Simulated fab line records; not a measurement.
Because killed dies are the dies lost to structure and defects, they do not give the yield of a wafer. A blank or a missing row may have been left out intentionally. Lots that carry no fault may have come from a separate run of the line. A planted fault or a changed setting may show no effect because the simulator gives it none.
Struck lot and sound lot, side by side / flow nandHarc / 43 out of 1302 route steps
Sound: these wafers, L191.1, L191.2, L191.5. The struck wafers were L202.2, L202.5, L202.6. At the end, the cause is stated.
Per side, at each step with rows, come the tool, then ch with its chambers, and then its first start. Under that, the readings that differ: sound wafers / struck wafers / difference of the means / sigmas: that difference in standard deviations of wafers without a fault.
alike: a reading whose means differ by less than 2 such deviations, as well as words and numbers matching on both sides. not compared: withheld readings; readings where some wafer has no value; bounds like >300 that might hide an equal value; numbers whose values overlap and for which the record gives no deviation.
A row with sigmas, a row that says differs or no value, or rows on one side alone: a step with any of these is where the two part. When numbers do not overlap yet have no deviation, they are printed without sigmas and do not part them. A reading missing from all wafers of one side parts the sides only when that side holds two or more wafers.

NHARC_A_CONTACT_ETCH_121: etches the open film in C4F8/O2/Ar, time 190 s, target depth 1850 nm.
  sound on harCapEtch-02 ch 0,1, day 21 16:51; struck on harCapEtch-02 ch 0,1, day 26 11:04
  not compared: rfHoursCounterH
then, 2 steps without rows for these wafers: NHARC_A_CONTACT_ETCH_122 (etches the open film in C4F8/O2/Ar, time 190 s, target depth 1850 nm); NHARC_A_CONTACT_ETCH_123 (etches the open film in C4F8/O2/Ar, time 490 s, target depth 2110 nm).
NHARC_A_CONTACT_ETCH_90: etches the open film in CH3F/O2, target depth 40 nm, time 85.7 s.
  sound on rieDiel-07 ch 1,2,3, day 21 18:10; struck on rieDiel-07 ch 2,3, day 26 13:03
  alike: ch3fFlowSccm, drypumpMotorCurrentA, oesProductAu, rfVppV, showerheadPlenumPTorr, throttleValvePct
  not compared: rfHoursCounterH
then, 1 step without rows for these wafers: NHARC_A_CONTACT_ETCH_96 (etches the open film in C4F6/O2, target depth 20 nm, time 10 s).
NHARC_A_CONTACT_CD_MEAS_53:
  sound: cdSem-01 at day 21 18:22; struck: cdSem-01 at day 26 13:16
  alike: cdNm
then, 6 steps without rows for these wafers: NHARC_A_CONTACT_STRIP_99 (strips in N2/H2); NHARC_A_CONTACT_STRIP_100 (strips in CF4/CHF3); NHARC_A_CONTACT_STRIP_101 (strips in O2/COS); NHARC_A_CONTACT_ETCH_102 (etches the open film in CF4/O2, target depth 100 nm, overetch 10 nm, time 55 s); NHARC_A_CONTACT_STRIP_55 (strips in O2); NHARC_A_CONTACT_STRIP_56 (strips in post etch residue remover, time 600 s).
NHARC_A_CONTACT_DEP_57: deposits aC, target thk 5300 nm.
  sound on aclDep-01 ch 0, day 21 19:50; struck on aclDep-01 ch 0, day 26 14:45
  alike: throttleValvePct
NHARC_A_CONTACT_DEP_58: deposits SiON, target thk 90 nm.
  sound on pecvd-03 ch 1,2, day 21 23:05; struck on pecvd-04 ch 0,1,2, day 26 17:26
  alike: heaterPowerW, showerheadVppV
then, 10 steps without rows for these wafers: NHARC_A_CONTACT_DEHYDRATE_59 (time 120 s); NHARC_A_CONTACT_HMDS_60 (time 30 s); NHARC_A_CONTACT_COAT_61 (time 75 s); NHARC_A_CONTACT_COAT_62 (time 65 s); NHARC_A_CONTACT_COAT_63 (resist thk 90 nm); NHARC_A_CONTACT_SOFTBAKE_64 (time 55 s); NHARC_A_CONTACT_EBR_65; NHARC_A_CONTACT_EXPOSE_66 (exposes mask A CC 2); NHARC_A_CONTACT_PEB_67 (peb time 65 s); NHARC_A_CONTACT_DEVELOP_68 (develop time 35 s).
NHARC_A_CONTACT_CD_MEAS_69: the cd target is 300 nm.
  sound on cdSem-03 ch 0, day 21 23:49; struck on cdSem-02 ch 0, day 26 18:10
  alike: cdNm
NHARC_A_CONTACT_OVL_MEAS_70:
  sound: overlay-02 at day 21 23:54; struck: overlay-02 at day 26 18:15
  alike: overlayXNm, overlayYNm
NHARC_A_CONTACT_INSPECT_71:
  sound: defectInspect-02 at day 21 23:56; struck: defectInspect-02 at day 26 18:17
  alike: rawDefectCount
then, 2 steps without rows for these wafers: NHARC_A_CONTACT_DESCUM_74 (chemistry O2, time 3 s); NHARC_A_CONTACT_ETCH_75 (etches the open film in CF4, target depth 39 nm, time 65 s).
NHARC_A_CONTACT_ETCH_76: etches the open film in N2/H2, target depth 260 nm, time 475.3 s.
  sound: rieDiel-07 ch 0,1,3; struck: rieDiel-07 ch 0,2,3
  alike: drypumpMotorCurrentA, oesProductAu, rfVppV, showerheadPlenumPTorr, throttleValvePct
  not compared: rfHoursCounterH
then, 9 steps without rows for these wafers: NHARC_A_CONTACT_ETCH_77 (etches the open film in CF4/CHF3, target depth 108.9 nm, time 54.5 s); NHARC_A_CONTACT_ETCH_78 (etches the open film in O2/COS, target depth 5300 nm, time 1378 s); NHARC_A_CONTACT_ETCH_124 (etches the open film in C4F8/O2/Ar, time 140 s, target depth 700 nm); NHARC_A_CONTACT_ETCH_125 (etches the open film in C4F8/O2/Ar, time 197 s, target depth 1918 nm); NHARC_A_CONTACT_ETCH_126 (etches the open film in C4F8/O2/Ar, time 197 s, target depth 1918 nm); NHARC_A_CONTACT_ETCH_127 (etches the open film in C4F8/O2/Ar, time 197 s, target depth 1918 nm); NHARC_A_CONTACT_ETCH_128 (etches the open film in C4F8/O2/Ar, time 197 s, target depth 1918 nm); NHARC_A_CONTACT_ETCH_129 (etches the open film in C4F8/O2/Ar, time 197 s, target depth 1918 nm); NHARC_A_CONTACT_ETCH_130 (etches the open film in C4F8/O2/Ar, time 197 s, target depth 1918 nm).
NHARC_A_CONTACT_ETCH_131: etches the open film in C4F8/O2/Ar, time 197 s, target depth 1918 nm.
  sound on harCapEtch-02 ch 0,1, day 22 03:09; struck on harCapEtch-03 ch 0,1, day 26 21:09
  not compared: rfHoursCounterH
then, 2 steps without rows for these wafers: NHARC_A_CONTACT_ETCH_132 (etches the open film in C4F8/O2/Ar, time 197 s, target depth 1924 nm); NHARC_A_CONTACT_ETCH_133 (etches the open film in C4F8/O2/Ar, time 374 s, target depth 1610 nm).
-- record jumps: 3 days between struck wafers' starts before vs after; left off in module A_CONTACT, resumes in module END, first step shown is number 1302 of the route --
NHARC_END_SORT_01:
  only the struck wafers appear in the record here, on prober-02 ch 0 at day 29 13:06; the sound ones have no rows

== WHERE THEY PART ==
At NHARC_END_SORT_01 and nowhere else, as far as this record goes.

WHY: what had been put in by the simulator
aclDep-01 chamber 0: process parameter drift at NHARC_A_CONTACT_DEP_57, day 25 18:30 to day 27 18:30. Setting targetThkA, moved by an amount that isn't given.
